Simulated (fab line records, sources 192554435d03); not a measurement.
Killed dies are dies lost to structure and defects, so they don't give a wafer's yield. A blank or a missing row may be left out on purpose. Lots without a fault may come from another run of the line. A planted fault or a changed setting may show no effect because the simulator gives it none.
Chamber matching | flow n5_finfet | N5_BEOL_M5_ETCH_72 on rie_diel-06: 4 sister chambers
The step etches underlayer in N2/H2, target depth 6.5 nm, time 5.2 s. 14 wafers are shown with their chamber, then 7 later ones without.

WAFERS WITH THEIR CHAMBER
wafer  | chamber | throttle_valve_pct (%) | rf_fwd_power_W (W) | showerhead_plenum_p_Torr (Torr)
L079.1 | 3       | 17.79                  | 819.0              | 2.40
L079.3 | 0       | 17.90                  | 815.1              | 2.64
L079.4 | 1       | 17.87                  | 820.1              | 2.49
L080.3 | 1       | 17.87                  | 818.7              | 2.49
L080.4 | 3       | 17.81                  | 818.2              | 2.40
L080.5 | 2       | 17.71                  | 822.9              | 2.56
L083.2 | 0       | 17.95                  | 819.9              | 2.63
L083.3 | 1       | 17.90                  | 819.2              | 2.49
L083.4 | 0       | 17.93                  | 816.6              | 2.63
L084.4 | 0       | 17.93                  | 817.4              | 2.63
L084.5 | 3       | 17.35                  | 816.9              | 2.72
L084.6 | 0       | 17.94                  | 817.0              | 2.63
L088.2 | 0       | 17.94                  | 823.6              | 2.63
L088.5 | 1       | 17.89                  | 822.1              | 2.48

SIGNATURES (means of the wafers above)
reading                  | chamber 0 | chamber 1 | chamber 2 | chamber 3 | scatter within a chamber
throttle_valve_pct       | 17.9317   | 17.8825   | 17.7100   | 17.6500   | 0.117
rf_fwd_power_W           | 818.267   | 820.025   | 822.900   | 818.033   | 2.35
showerhead_plenum_p_Torr | 2.6317    | 2.4875    | 2.5600    | 2.5067    | 0.0827
Rule: a wafer's distance from a chamber is the root of the sum, over the readings, of the square of ((its reading less the chamber's mean) divided by the reading's scatter). The wafer belongs to the nearest chamber; if the next one is less than 2 further off, it can't be placed. The scatter: the root of (the sum of the squares of (reading less its chamber's mean) over the shown wafers, divided by (wafers less chambers)).

WAFERS WITHOUT THEIR CHAMBER
wafer  | throttle_valve_pct (%) | rf_fwd_power_W (W) | showerhead_plenum_p_Torr (Torr)
L088.6 | 17.93                  | 823.5              | 2.63
L097.3 | 17.96                  | 822.3              | 2.63
L097.4 | 17.79                  | 815.9              | 2.55
L097.5 | 17.38                  | 820.2              | 2.71
L096.3 | 17.82                  | 823.8              | 2.54
L096.4 | 17.96                  | 822.2              | 2.63
L096.6 | 17.40                  | 824.2              | 2.71

WHICH CHAMBER EACH WENT THROUGH
wafer  | from the rows above               | in truth
L088.6 | can't be placed: 2 or 0 or 1 or 3 | 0
L097.3 | can't be placed: 0 or 1 or 2 or 3 | 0
L097.4 | can't be placed: 3 or 0 or 1 or 2 | 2
L097.5 | can't be placed: 3 or 2 or 0 or 1 | 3
L096.3 | can't be placed: 2 or 1 or 0 or 3 | 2
L096.4 | can't be placed: 0 or 1 or 2 or 3 | 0
L096.6 | can't be placed: 2 or 3 or 1      | 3
Placed correctly: 0 of 7. Can't be placed from these rows: 7 (the true chamber is among the candidates in 7). Placed wrongly: 0.
